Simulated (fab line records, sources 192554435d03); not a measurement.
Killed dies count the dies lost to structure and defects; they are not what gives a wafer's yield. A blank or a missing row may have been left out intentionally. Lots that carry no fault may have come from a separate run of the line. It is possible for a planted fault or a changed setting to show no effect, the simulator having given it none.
Chamber matching	flow n5_finfet	N5_PASSIVATION_PECVD_01 on pecvd-03: 3 sister chambers
The step deposits SiNx from SiH4/NH3/N2, target thk 200 nm, time 43.2 s. 14 wafers are shown with their chamber, then 7 later ones without.

WAFERS, EACH WITH ITS CHAMBER
wafer	chamber	showerhead_plenum_p_Torr (Torr)	throttle_valve_pct (%)	heater_power_w (W)
L075.1	2	8.51	25.5	402
L075.2	1	8.67	28.2	433
L075.4	1	8.67	28.4	425
L078.2	2	8.50	25.9	419
L078.4	2	8.50	25.7	422
L078.5	1	8.69	28.3	422
L080.1	2	8.50	25.9	432
L080.2	0	8.62	28.4	158
L080.6	2	8.50	25.9	285
L082.2	1	8.68	28.1	303
L082.3	0	8.65	28.3	184
L082.4	1	8.68	28.5	326
L088.2	2	8.51	25.8	433
L088.4	0	8.63	28.6	140

SIGNATURES, as means of the wafers listed above
reading	chamber 0	chamber 1	chamber 2	scatter within a chamber
showerhead_plenum_p_Torr	8.6333	8.6780	8.5033	0.00894
throttle_valve_pct	28.433	28.300	25.783	0.158
heater_power_w	160.67	381.80	398.83	54.4
Rule: for each reading, subtract the chamber's mean from the wafer's reading, divide by that reading's scatter and square the result; add these up over the readings and take the root, which gives the wafer's distance from the chamber. The wafer belongs to the nearest chamber; if the next one is less than 2 further off, it can't be placed. How the scatter is found: for the shown wafers, subtract from each reading the mean of its chamber, square and add these, divide the total by (wafers less chambers), then take the root.

WAFERS WITHOUT THEIR CHAMBER
wafer	showerhead_plenum_p_Torr (Torr)	throttle_valve_pct (%)	heater_power_w (W)
L088.6	8.52	25.7	440
L091.4	8.71	28.4	331
L091.5	8.52	25.8	439
L091.6	8.63	28.7	191
L093.2	8.65	28.6	165
L093.4	8.65	28.6	171
L093.5	8.52	26.1	290

WHICH CHAMBER EACH WENT THROUGH
wafer	from the rows above	in truth
L088.6	2	2
L091.4	1	1
L091.5	2	2
L091.6	0	0
L093.2	0	0
L093.4	0	0
L093.5	2	2
Placed correctly: 7 of 7. Left unplaced by these rows: 0. 0 placed wrongly.
